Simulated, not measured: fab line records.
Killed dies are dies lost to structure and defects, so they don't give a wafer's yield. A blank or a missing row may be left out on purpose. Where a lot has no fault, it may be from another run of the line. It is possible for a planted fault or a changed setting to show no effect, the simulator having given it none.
fab line records	flow nand_harc
record lots=11	wafers=33	last_day=23
route steps=1159 shown A_BLC@980 A_M0@1008 END@1159
lots untouched by any fault: they come from a run of this same line in which no faults occurred
start_h: start of the lot's first displayed wafer, in hours after the record's first day	wait_h: hours since the lot's step before	" as in the row above	L1.1+2: several wafers, shown together as one row	- either no value or no given start	* or withheld: withheld	< > ~ a bound
route shown NAME@n: a module of which the file shows steps, and the number in the route of the first	usual: mean/standard deviation of fault-free wafers	same: alike in all rows	chamber/n: place in a boat	sites: the reading at each site	_std_site: the values' standard deviation	_edge_site: mean of outer sites minus mean of inner sites	radius_mm: how far each site lies from the wafer's centre	mask NAME#n: copy n	behind: tool/chamber where the wafer was last shaped	hold: why the lot went on hold/how many hours it stayed there/how the hold came to an end	device: names the non-switching transistor (n, p or np)	end of line: the tests these same wafers got at the end of their route	for a step that has no rows: nothing shown but its recipe	killed: dies that structure and defects cost at the first sort, which is not the same as the wafer's yield	map: per-die view of a wafer (x killed, . not killed, _ where there is no die)
set.NAME: setting as actually run; set.NAME@STEP: the setting as run at that earlier step	model.NAME: the simulator's own value behind a step, which no gauge read
route steps across a sampled set of lots; one table per step, one row per wafer
services: from which hour (start_h, from the record's first day; less than 0 if before it) a tool's chamber was out of use, for how many hours, and why
## steps
# step NHARC_A_BLC_ETCH_18
# recipe target_depth_a=9100	c4f8_flow_sccm=20	o2_flow_sccm=10	ar_flow_sccm=withheld	rf_w=600	bias_w=1500	chemistry=C4F8/O2/Ar
# usual bias_w=1500/3.9	chamber_pressure_mTorr=24.999/0.022	oes_product_au=0.949/0.021	rf_vpp_V=982/3.9
lot.wafer	tool	chamber	start_h	wait_h	bias_w	chamber_pressure_mTorr	oes_product_au	rf_hours_counter_h	rf_vpp_V
L518.2	rie_diel-05	0	-	-	1493	24.994	0.963	4	985
L518.5	"	2	"	"	1494	25.016	0.971	-	979
L518.6	"	3	"	"	1495	24.954	0.967	-	982
L519.1	rie_diel-08	1	-	-	1501	25.005	0.924	11	984
L519.6	"	1	"	"	1504	25.007	0.934	-	982
L519.5	"	2	"	"	1499	25.023	0.920	-	981
L521.3	rie_diel-08	1	-	-	1499	25.001	0.936	11	983
L521.2	"	3	"	"	1494	24.967	0.927	10	986
L521.5	"	1	"	"	1501	25.044	0.946	-	984
L520.2	rie_diel-05	1	-	-	1496	24.977	0.958	5	986
L520.4	"	2	"	"	1501	25.015	0.960	6	978
L520.6	"	2	"	"	1504	24.996	0.969	-	979
L525.1	rie_diel-08	1	-	-	1502	24.988	0.934	15	982
L525.4	"	3	"	"	1501	24.981	0.914	-	986
L525.6	"	1	"	"	1510	25.010	0.934	-	983
L527.1	rie_diel-05	3	-	-	1500	24.977	0.992	9	982
L527.2	"	0	"	"	1498	25.010	0.955	9	982
L527.5	"	1	"	"	1500	24.979	0.956	-	986
L528.3	rie_diel-05	2	-	-	1502	25.012	0.931	9	978
L528.2	"	3	"	"	1504	25.007	0.937	9	982
L528.5	"	2	"	"	1505	24.977	0.943	-	979
L536.2	rie_diel-08	1	-	-	1503	24.977	0.970	2	981
L536.1	"	2	"	"	1496	25.030	0.963	2	982
L536.4	"	2	"	"	1489	25.020	0.979	-	982
L538.4	rie_diel-09	3	-	-	1500	25.000	0.964	24	969
L538.3	"	0	"	"	1500	24.976	0.949	25	977
L538.1	"	1	"	"	1505	24.999	0.956	24	970
L537.3	rie_diel-08	1	-	-	1500	24.977	0.968	3	981
L537.1	"	3	"	"	1504	25.006	0.953	3	985
L537.4	"	1	"	"	1496	24.978	0.970	-	982
L535.1	rie_diel-05	1	-	-	1500	25.011	0.963	14	986
L535.6	"	3	"	"	1503	25.025	0.989	-	981
L535.5	"	0	"	"	1507	24.938	0.968	-	982
# step NHARC_A_BLC_CD_MEAS_19
# usual cd_nm=100.1/1.8
lot.wafer	tool	chamber	start_h	wait_h	cd_nm
L518.2	cd_sem-03	-	397.43	-	100.1
L518.5	"	-	"	"	102.5
L518.6	"	-	"	"	98.5
L519.1	cd_sem-01	-	406.28	-	100.0
L519.5	"	-	"	"	102.2
L519.6	"	-	"	"	98.8
L521.2	cd_sem-03	-	408.24	-	98.2
L521.3	"	-	"	"	100.1
L521.5	"	-	"	"	97.2
L520.2	cd_sem-01	-	408.83	-	97.6
L520.4	"	-	"	"	98.5
L520.6	"	-	"	"	100.7
L525.1	cd_sem-02	-	438.15	-	99.6
L525.4	"	-	"	"	99.3
L525.6	"	-	"	"	99.6
L527.1	cd_sem-03	-	445.25	-	98.1
L527.2	"	-	"	"	98.0
L527.5	"	-	"	"	99.5
L528.2	cd_sem-02	-	452.18	-	97.0
L528.3	"	-	"	"	103.8
L528.5	"	-	"	"	103.6
L536.1	cd_sem-01	-	500.40	-	99.7
L536.2	"	-	"	"	101.2
L536.4	"	-	"	"	99.6
L538.1	cd_sem-02	-	501.22	-	97.9
L538.3	"	-	"	"	100.8
L538.4	"	-	"	"	99.5
L537.1	cd_sem-01	-	508.92	-	98.8
L537.3	"	-	"	"	102.1
L537.4	"	-	"	"	101.1
L535.1	cd_sem-02	-	509.95	-	98.9
L535.5	"	-	"	"	97.6
L535.6	"	-	"	"	97.7
# step NHARC_A_BLC_STRIP_29
# recipe cf4_flow_sccm=150	ar_flow_sccm=0	bias_w=0	chemistry=CF4
# usual drypump_motor_current_A=5.9/0.52	mfc_ar_sccm=0.004/0.0097	oes_product_au=0.999/0.01	rf_vpp_V=59.5/0.95	showerhead_plenum_p_Torr=1.80/0.061	throttle_valve_pct=13.284/0.0088
lot.wafer	tool	chamber	start_h	wait_h	drypump_motor_current_A	mfc_ar_sccm	oes_product_au	rf_hours_counter_h	rf_vpp_V	showerhead_plenum_p_Torr	throttle_valve_pct
L518.2	rie_diel-05	2	397.54	0.1	5.0	0	1.007	4	58.3	1.78	13.282
L518.6	"	3	"	"	5.7	0	0.996	-	59.6	1.81	13.273
L518.5	"	0	"	"	6.2	0	1.001	-	59.5	1.83	13.287
L519.1	rie_diel-08	3	406.36	0.1	6.0	0.004	1.003	10	59.0	1.86	13.271
L519.5	"	3	"	"	6.0	0.004	1.002	-	59.8	1.86	13.274
L519.6	"	0	"	"	5.3	0	0.992	-	59.5	1.81	13.279
L521.3	rie_diel-09	2	408.32	0.1	6.5	0	0.985	56	58.8	1.67	13.281
L521.2	"	3	"	"	6.6	0	1.003	56	59.9	1.66	13.277
L521.5	"	1	"	"	6.2	0	1.004	-	58.4	1.69	13.277
L520.2	rie_diel-09	3	408.94	0.1	6.6	0	1.003	56	56.9	1.66	13.283
L520.6	"	2	"	"	6.5	0	0.988	-	56.9	1.67	13.295
L520.4	"	3	"	"	6.6	0	1.011	-	59.5	1.66	13.293
L525.4	rie_diel-05	2	438.25	0.1	5.0	0	1.006	7	60.4	1.78	13.271
L525.1	"	3	"	"	5.7	0	1.004	7	59.4	1.81	13.288
L525.6	"	0	"	"	6.2	0	0.989	-	59.5	1.83	13.286
L527.2	rie_diel-08	1	445.32	0.1	6.3	0.032	1.008	16	58.4	1.82	13.293
L527.1	"	3	"	"	6.0	0.004	0.989	16	60.9	1.86	13.281
L527.5	"	1	"	"	6.3	0.032	1.010	-	61.0	1.82	13.281
L528.3	rie_diel-05	1	452.31	0.1	6.6	0	0.985	9	60.1	1.87	13.278
L528.2	"	2	"	"	5.0	0	1.012	9	59.1	1.78	13.286
L528.5	"	3	"	"	5.7	0	0.998	-	60.9	1.81	13.305
L536.1	rie_diel-05	0	500.48	0.1	6.2	0	0.990	14	58.6	1.82	13.271
L536.2	"	1	"	"	6.6	0	0.980	13	59.3	1.87	13.280
L536.4	"	3	"	"	5.7	0	0.991	14	59.8	1.81	13.288
L538.3	rie_diel-08	1	501.29	0.1	6.3	0.032	1.003	3	59.4	1.81	13.288
L538.1	"	3	"	"	6.0	0.004	0.986	3	61.1	1.86	13.287
L538.4	"	1	"	"	6.3	0.032	1.003	-	59.4	1.81	13.291
L537.1	rie_diel-08	1	509.00	0.1	6.3	0.032	1.007	3	59.0	1.81	13.296
L537.3	"	2	"	"	5.3	0.002	1.017	3	59.5	1.82	13.299
L537.4	"	3	"	"	6.0	0.004	0.992	-	59.5	1.86	13.288
L535.1	rie_diel-08	1	510.03	0.1	6.3	0.032	1.001	3	58.7	1.81	13.272
L535.5	"	1	"	"	6.3	0.032	1.007	-	58.3	1.81	13.285
L535.6	"	2	"	"	5.3	0.002	1.016	-	58.3	1.82	13.283
# step NHARC_A_M0_ETCH_34
# recipe target_depth_a=400	overetch_a=120	time_s=43.94	ion_energy_ev=200	n2_flow_sccm=150	h2_flow_sccm=150	ar_flow_sccm=0	rf_w=400	bias_w=150	chemistry=N2/H2
# usual bias_w=150.0/0.46	chamber_pressure_mTorr=29.996/0.028	drypump_motor_current_A=5.7/0.3	mfc_ar_sccm=0.008/0.011	oes_product_au=0.998/0.011	rf_vpp_V=431.1/2.6	showerhead_plenum_p_Torr=2.06/0.09	throttle_valve_pct=14.171/0.0087
lot.wafer	tool	chamber	start_h	wait_h	bias_w	chamber_pressure_mTorr	drypump_motor_current_A	mfc_ar_sccm	oes_product_au	rf_hours_counter_h	rf_vpp_V	showerhead_plenum_p_Torr	throttle_valve_pct
L518.2	rie_diel-02	2	400.56	0.1	149.7	30.014	5.7	0	1.009	5	435.0	2.18	14.185
L518.6	"	3	"	"	150.2	30.016	5.8	0.001	1.000	-	435.8	2.20	14.163
L518.5	"	0	"	"	150.3	29.997	5.5	0	1.002	-	429.5	1.99	14.172
L519.1	rie_diel-02	1	412.32	0.1	149.9	29.991	5.8	0.018	1.002	5	429.7	1.99	14.172
L519.6	"	0	"	"	149.9	30.017	5.5	0	1.012	-	428.7	1.99	14.171
L519.5	"	1	"	"	149.9	29.996	5.8	0.018	1.017	-	428.8	1.99	14.178
L521.2	rie_diel-02	2	417.00	0.1	150.5	30.009	5.7	0	1.022	6	434.1	2.18	14.164
L521.3	"	0	"	"	149.9	30.010	5.5	0	1.002	6	429.8	2.00	14.175
L521.5	"	1	"	"	149.6	29.959	5.8	0.018	1.003	-	427.7	1.99	14.167
L520.2	rie_diel-02	1	417.50	0.1	150.7	30.005	5.8	0.018	0.998	5	429.5	1.99	14.174
L520.4	"	0	"	"	149.4	29.985	5.5	0	1.004	7	429.7	1.99	14.172
L520.6	"	2	"	"	149.7	29.986	5.7	0	1.009	-	435.1	2.18	14.180
L525.1	rie_diel-07	1	445.00	0.1	-	-	-	-	-	-	-	-	-
L525.4	"	2	"	"	-	-	-	-	-	-	-	-	-
L525.6	"	1	"	"	-	-	-	-	-	-	-	-	-
L527.2	rie_diel-02	3	453.78	0.1	-	-	-	-	-	-	-	-	-
L527.1	"	0	"	"	-	-	-	-	-	-	-	-	-
L527.5	"	3	"	"	-	-	-	-	-	-	-	-	-
L528.2	rie_diel-04	2	458.87	0.1	-	-	-	-	-	-	-	-	-
L528.3	"	3	"	"	-	-	-	-	-	-	-	-	-
L528.5	"	2	"	"	-	-	-	-	-	-	-	-	-
L536.2	rie_diel-07	3	508.05	0.1	150.3	30.061	5.6	0.006	0.969	6	431.1	2.04	14.172
L536.1	"	0	"	"	149.2	30.016	6.1	0	0.982	5	426.0	1.91	14.168
L536.4	"	1	"	"	149.1	29.989	5.3	0.036	0.992	5	430.4	2.05	14.164
L538.1	rie_diel-07	2	509.20	0.1	149.6	30.033	5.3	0.014	0.991	6	428.6	1.99	14.166
L538.3	"	1	"	"	150.0	29.954	5.3	0.036	0.992	5	429.5	2.05	14.175
L538.4	"	2	"	"	149.4	29.991	5.4	0.014	0.999	-	428.9	1.99	14.182
L537.3	rie_diel-07	2	513.73	0.1	150.6	30.043	5.3	0.014	0.992	6	426.4	1.99	14.160
L537.1	"	1	"	"	150.4	30.002	5.3	0.036	0.986	5	431.3	2.05	14.156
L537.4	"	1	"	"	150.4	30.028	5.3	0.036	0.988	-	431.9	2.05	14.182
L535.1	rie_diel-02	2	513.98	0.1	149.6	30.001	5.7	0	1.001	0	433.5	2.17	14.178
L535.6	"	0	"	"	149.7	29.929	5.5	0	0.987	-	427.4	1.99	14.174
L535.5	"	1	"	"	150.2	29.955	5.8	0.018	1.004	-	430.7	1.99	14.169
# step NHARC_END_SORT_01
# recipe temp_c=25
# usual defect_limited_yield=95.4/1.3	killed_at_array=27/8	killed_at_other=0.8/1.2	killed_at_periphery=3.3/2.3	killed_dies=31/8.8	killed_open=3.2/2.1	killed_short=2.1/1.4	sort_bin_2_pct=1.4/0.55	sort_bin_3_pct=0.25/0.2	sort_bin_4_pct=2.9/0.92	sort_n_pass=646/8.8	sort_rim_yield_pct=95.5/2.7	sort_yield_pct=95.4/1.3
# same gross_dies=677	sort_bin_5_pct[%]=0	sort_bin_6_pct[%]=0	sort_bin_7_pct[%]=0	sort_bin_8_pct[%]=0	sort_rim_n_gross=106.00
lot.wafer	tool	chamber	start_h	wait_h	defect_limited_yield[%]	killed_at_array	killed_at_other	killed_at_periphery	killed_dies	killed_open	killed_short	sort_bin_2_pct[%]	sort_bin_3_pct[%]	sort_bin_4_pct[%]	sort_n_pass	sort_rim_yield_pct[%]	sort_yield_pct[%]
L518.2	prober-02	0	441.83	2.8	95.7	25	1	3	29	4	1	1.5	0.30	2.5	648	100.0	95.7
L518.5	prober-02	0	444.23	3.7	94.4	35	0	3	38	11	4	2.1	0.15	3.4	639	97.2	94.4
L518.6	prober-02	0	445.03	4.0	96.2	22	1	3	26	4	3	1.0	0.30	2.5	651	98.1	96.2
L521.2	prober-01	0	462.30	2.8	94.7	27	0	9	36	3	3	1.3	0	4.0	641	90.6	94.7
L521.3	prober-01	0	463.10	3.1	95.4	23	0	8	31	5	2	0.7	0.59	3.2	646	97.2	95.4
L521.5	prober-01	0	464.72	3.7	95.0	24	0	10	34	4	5	1.8	0.15	3.1	643	95.3	95.0
L520.2	prober-01	0	470.12	2.8	96.0	24	1	2	27	3	2	1.0	0.44	2.5	650	98.1	96.0
L520.4	prober-01	0	471.74	3.4	95.3	28	0	4	32	0	6	1.5	0.59	2.7	645	94.3	95.3
L520.6	prober-01	0	473.36	4.0	96.0	24	0	3	27	6	5	1.3	0.30	2.4	650	96.2	96.0
L525.1	prober-01	0	491.14	2.5	0	675	0	2	677	0	4	98.8	0.15	1.0	0	0	0
L525.4	prober-01	0	493.57	3.4	0	674	0	3	677	1	3	98.7	0	1.3	0	0	0
L525.6	prober-01	0	495.18	4.0	0	673	0	4	677	3	4	96.2	0.30	3.5	0	0	0
L527.1	prober-02	0	493.98	2.5	0	674	0	3	677	3	2	98.2	0.15	1.6	0	0	0
L527.2	prober-02	0	494.78	2.8	0	673	0	4	677	4	3	97.5	0	2.5	0	0	0
L527.5	prober-02	0	497.20	3.7	0	675	0	2	677	3	0	97.9	0.15	1.9	0	0	0
L528.2	prober-01	0	501.43	2.8	0	676	0	1	677	3	2	98.4	0	1.6	0	0	0
L528.3	prober-01	0	502.24	3.1	0	675	0	2	677	1	2	97.8	0.30	1.9	0	0	0
L528.5	prober-01	0	503.85	3.7	0	672	1	4	677	3	2	97.8	0.15	2.1	0	0	0
L537.1	prober-02	0	557.78	2.5	94.5	32	0	5	37	5	3	1.5	0	4.0	640	96.2	94.5
L537.3	prober-02	0	559.39	3.1	95.7	25	0	4	29	2	0	1.3	0	3.0	648	98.1	95.7
L537.4	prober-02	0	560.19	3.4	95.0	28	0	6	34	2	1	1.6	0	3.4	643	92.5	95.0
L535.1	prober-01	0	557.83	2.5	95.6	28	1	1	30	4	1	1.3	0.44	2.7	647	93.4	95.6
L535.5	prober-01	0	561.06	3.7	95.1	31	0	2	33	6	4	1.3	0.30	3.2	644	92.5	95.1
L535.6	prober-01	0	561.86	4.0	95.3	29	1	2	32	4	1	1.6	0.15	3.0	645	96.2	95.3
# killed by level:class
L518.2 A_CHANNEL_HOLE_D1:chamber_film_flake=11 A_WL_FILL:chamber_film_flake=5 P_M0:geometric_particle:open=2 A_CHANNEL_FILL_D1:geometric_particle:open=2 A_CHANNEL_FILL_D1:chamber_film_flake=2 A_CONTACT:chamber_film_flake=2 A_CHANNEL_FILL_D1:geometric_particle:short=1 P_GATE:chamber_film_flake=1
L518.5 A_CHANNEL_HOLE_D1:chamber_film_flake=14 A_STAIRCASE:chamber_film_flake=7 P_CONTACT:geometric_particle:open=2 A_SGD_CUT:geometric_particle:open=2 A_WL_FILL:geometric_particle:open=2 A_CONTACT:geometric_particle:open=2 P_GATE:geometric_particle:open=1 A_SGD_CUT:geometric_particle:short=1
L518.6 A_STAIRCASE:chamber_film_flake=4 A_WL_FILL:chamber_film_flake=4 A_CHANNEL_HOLE_D1:chamber_film_flake=3 A_CONTACT:geometric_particle:open=2 P_GATE:chamber_film_flake=2 A_CONTACT:chamber_film_flake=2 P_GATE:geometric_particle:open=1 A_WL_FILL:geometric_particle:open=1
L521.2 A_SLIT:chamber_film_flake=11 P_STI:chamber_film_flake=6 A_STAIRCASE:chamber_film_flake=5 A_CHANNEL_HOLE_D1:chamber_film_flake=3 A_CONTACT:chamber_film_flake=3 P_CONTACT:geometric_particle:short=1 P_M0:geometric_particle:open=1 A_CHANNEL_FILL_D1:geometric_particle:short=1
L521.3 A_SLIT:chamber_film_flake=9 A_STAIRCASE:chamber_film_flake=5 P_GATE:chamber_film_flake=4 A_SGD_CUT:geometric_particle:open=2 A_CONTACT:geometric_particle:open=2 P_STI:chamber_film_flake=2 A_CHANNEL_HOLE_D1:chamber_film_flake=2 P_M0:geometric_particle:open=1
L521.5 A_STAIRCASE:chamber_film_flake=9 A_SLIT:chamber_film_flake=7 P_STI:chamber_film_flake=5 P_M0:geometric_particle:open=2 A_WL_FILL:geometric_particle:short=2 A_CONTACT:geometric_particle:open=2 A_CONTACT:chamber_film_flake=2 P_CONTACT:geometric_particle:short=1
L520.2 A_CHANNEL_HOLE_D1:chamber_film_flake=9 A_STAIRCASE:chamber_film_flake=7 A_CONTACT:geometric_particle:open=2 P_ZERO_WELL:chamber_film_flake=2 A_WL_FILL:geometric_particle:short=1 A_M0:geometric_particle:open=1 A_M1:geometric_particle:short=1 A_ZERO_WELL:chamber_film_flake=1
L520.4 A_CHANNEL_HOLE_D1:chamber_film_flake=14 A_STAIRCASE:chamber_film_flake=4 P_ZERO_WELL:chamber_film_flake=3 A_CHANNEL_HOLE_D1:geometric_particle:short=2 A_WL_FILL:geometric_particle:short=2 A_ZERO_WELL:chamber_film_flake=2 A_ONON_D1:geometric_particle:short=1 A_M0:geometric_particle:short=1
L520.6 A_CHANNEL_HOLE_D1:chamber_film_flake=10 A_STAIRCASE:chamber_film_flake=3 A_CONTACT:chamber_film_flake=3 P_M0:geometric_particle:open=2 A_M0:geometric_particle:open=2 P_M1:geometric_particle:short=1 A_CHANNEL_FILL_D1:geometric_particle:open=1 A_CHANNEL_FILL_D1:geometric_particle:short=1
L525.1 A_M0:area_etch=655 A_SLIT:chamber_film_flake=9 A_CHANNEL_HOLE_D1:chamber_film_flake=3 A_CHANNEL_FILL_D1:chamber_film_flake=2 P_GATE:geometric_particle:short=1 A_ONON_D1:geometric_particle:short=1 A_CHANNEL_FILL_D1:geometric_particle:short=1 A_CONTACT:geometric_particle:short=1
L525.4 A_M0:area_etch=660 A_SLIT:chamber_film_flake=7 P_BONDPAD:chamber_film_flake=2 A_CHANNEL_HOLE_D1:chamber_film_flake=2 A_STAIRCASE:chamber_film_flake=2 P_M1:geometric_particle:open=1 A_CHANNEL_FILL_D1:geometric_particle:short=1 A_WL_FILL:geometric_particle:short=1
L527.1 A_M0:area_etch=658 A_CHANNEL_HOLE_D1:chamber_film_flake=6 A_CONTACT:chamber_film_flake=3 P_ZERO_WELL:chamber_film_flake=2 A_ONON_D1:geometric_particle:open=1 A_WL_FILL:geometric_particle:short=1 A_WL_FILL:geometric_particle:open=1 A_M0:geometric_particle:open=1
L527.2 A_M0:area_etch=646 A_CHANNEL_HOLE_D1:chamber_film_flake=11 A_CHANNEL_FILL_D1:chamber_film_flake=4 A_WL_FILL:chamber_film_flake=3 A_ONON_D1:geometric_particle:open=2 A_CONTACT:geometric_particle:short=2 P_ZERO_WELL:chamber_film_flake=2 A_CONTACT:chamber_film_flake=2
L525.6 A_M0:area_etch=641 A_SLIT:chamber_film_flake=17 A_CONTACT:geometric_particle:short=3 P_BONDPAD:chamber_film_flake=3 A_CONTACT:chamber_film_flake=3 A_CONTACT:geometric_particle:open=2 A_ZERO_WELL:chamber_film_flake=2 A_WL_FILL:geometric_particle:short=1
L527.5 A_M0:area_etch=654 A_CHANNEL_HOLE_D1:chamber_film_flake=11 A_CONTACT:chamber_film_flake=5 A_M0:geometric_particle:open=2 P_ZERO_WELL:chamber_film_flake=2 A_WL_FILL:geometric_particle:open=1 A_CHANNEL_FILL_D1:chamber_film_flake=1 A_WL_FILL:chamber_film_flake=1
L528.2 A_M0:area_etch=660 A_CHANNEL_HOLE_D1:chamber_film_flake=4 A_WL_FILL:chamber_film_flake=3 A_CONTACT:chamber_film_flake=3 A_M0:geometric_particle:short=2 P_M1:geometric_particle:open=1 A_CHANNEL_FILL_D1:geometric_particle:open=1 A_BLC:geometric_particle:open=1
L528.3 A_M0:area_etch=653 A_CHANNEL_HOLE_D1:chamber_film_flake=12 A_CONTACT:chamber_film_flake=5 P_STI:geometric_particle:open=1 A_CHANNEL_HOLE_D1:geometric_particle:short=1 A_WL_FILL:geometric_particle:short=1 P_GATE:chamber_film_flake=1 A_STAIRCASE:chamber_film_flake=1
L528.5 A_M0:area_etch=658 A_CHANNEL_HOLE_D1:chamber_film_flake=10 P_BONDPAD:chamber_film_flake=2 P_GATE:geometric_particle:short=1 P_M1:geometric_particle:short=1 A_ONON_D1:geometric_particle:open=1 A_CONTACT:geometric_particle:open=1 STARTING-WAFER:geometric_particle:open=1
L537.1 A_CHANNEL_HOLE_D1:chamber_film_flake=21 A_STAIRCASE:chamber_film_flake=3 P_STI:chamber_film_flake=2 P_CONTACT:geometric_particle:open=1 P_M0:geometric_particle:open=1 A_SOURCE_PLATE:geometric_particle:short=1 A_SOURCE_PLATE:geometric_particle:open=1 A_CHANNEL_FILL_D1:geometric_particle:short=1
L535.1 A_CHANNEL_HOLE_D1:chamber_film_flake=12 A_M0:chamber_film_flake=5 A_STAIRCASE:chamber_film_flake=4 A_WL_FILL:chamber_film_flake=2 P_M0:geometric_particle:open=1 A_ONON_D1:geometric_particle:open=1 A_SGD_CUT:geometric_particle:short=1 A_CONTACT:geometric_particle:open=1
L537.3 A_CHANNEL_HOLE_D1:chamber_film_flake=17 A_CONTACT:chamber_film_flake=3 P_STI:chamber_film_flake=2 A_CONTACT:geometric_particle:open=1 A_M1:geometric_particle:open=1 P_ZERO_WELL:chamber_film_flake=1 P_GATE:chamber_film_flake=1 A_ZERO_WELL:chamber_film_flake=1
L537.4 A_CHANNEL_HOLE_D1:chamber_film_flake=17 A_STAIRCASE:chamber_film_flake=4 P_STI:chamber_film_flake=4 A_ZERO_WELL:chamber_film_flake=2 A_CONTACT:chamber_film_flake=2 P_M0:geometric_particle:open=1 A_WL_FILL:geometric_particle:open=1 A_M0:geometric_particle:short=1
L535.5 A_CHANNEL_HOLE_D1:chamber_film_flake=9 A_CONTACT:geometric_particle:open=4 A_STAIRCASE:chamber_film_flake=4 A_WL_FILL:chamber_film_flake=3 A_ONON_D1:geometric_particle:short=2 A_CONTACT:chamber_film_flake=2 A_M0:chamber_film_flake=2 P_GATE:geometric_particle:open=1
L535.6 A_CHANNEL_HOLE_D1:chamber_film_flake=14 A_M0:chamber_film_flake=5 A_WL_FILL:chamber_film_flake=3 A_STAIRCASE:chamber_film_flake=2 P_STI:geometric_particle:open=1 P_M0:geometric_particle:open=1 A_ONON_D1:geometric_particle:short=1 A_CHANNEL_FILL_D1:geometric_particle:open=1
## services
tool	chamber	start_h	hours	kind
rie_diel-08	3	376.76	16.5	repair
rie_diel-08	0	384.36	-	clean
rie_diel-08	1	384.36	-	clean
rie_diel-02	1	385.90	7.2	repair
rie_diel-04	-	393.66	0.3	repair
rie_diel-09	0	401.81	17.0	repair
rie_diel-09	-	403.74	4.5	repair
rie_diel-07	-	405.52	9.0	pm
rie_diel-08	0	416.34	102.6	repair
rie_diel-09	0	427.26	4.9	repair
rie_diel-05	2	429.54	1.5	repair
rie_diel-09	-	431.21	9.0	pm
rie_diel-08	-	435.59	0.2	repair
rie_diel-04	3	435.95	5.2	repair
rie_diel-09	-	450.31	0.4	repair
rie_diel-07	1	452.43	3.9	repair
rie_diel-04	-	466.22	9.0	pm
rie_diel-08	-	478.80	9.0	pm
rie_diel-09	0	491.93	3.1	repair
rie_diel-02	1	501.19	7.4	repair
rie_diel-02	-	504.70	9.0	pm
rie_diel-09	3	508.69	14.2	repair
rie_diel-07	0	508.92	10.8	repair
rie_diel-08	2	512.19	16.3	repair
## key
first_sign step=NHARC_A_M0_ETCH_34	reading=tool_record	direction=missing
effect step=NHARC_END_SORT_01	reading=sort_bin_2_pct	direction=up	sigmas=99+	usual=1.4	struck=97.9
more_kills_born_at NHARC_A_M0_ETCH_34@rie_diel-04=1971	NHARC_A_M0_ETCH_34@rie_diel-02=1958	NHARC_A_M0_ETCH_34@rie_diel-07=1956
met_at NHARC_A_M0_ETCH_34
struck_lots L525,L527,L528
later_rows_left_out L525.1,L525.4,L525.6,L527.1,L527.2,L527.5,L528.2,L528.3,L528.5
not_acting_at NHARC_A_BLC_ETCH_18,NHARC_A_BLC_CD_MEAS_19,NHARC_A_BLC_STRIP_29
onset_between 417.50 445.00
fault kind=skipped_step_whole	tool=rie_diel-02,rie_diel-04,rie_diel-07	chamber=-	onset_h=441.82	steps=NHARC_A_M0_ETCH_34	scope=struck_lots_only
# later_rows_left_out: the simulator's readings of these wafers behind a module that went badly wrong aren't trusted and aren't shown, but for the sort
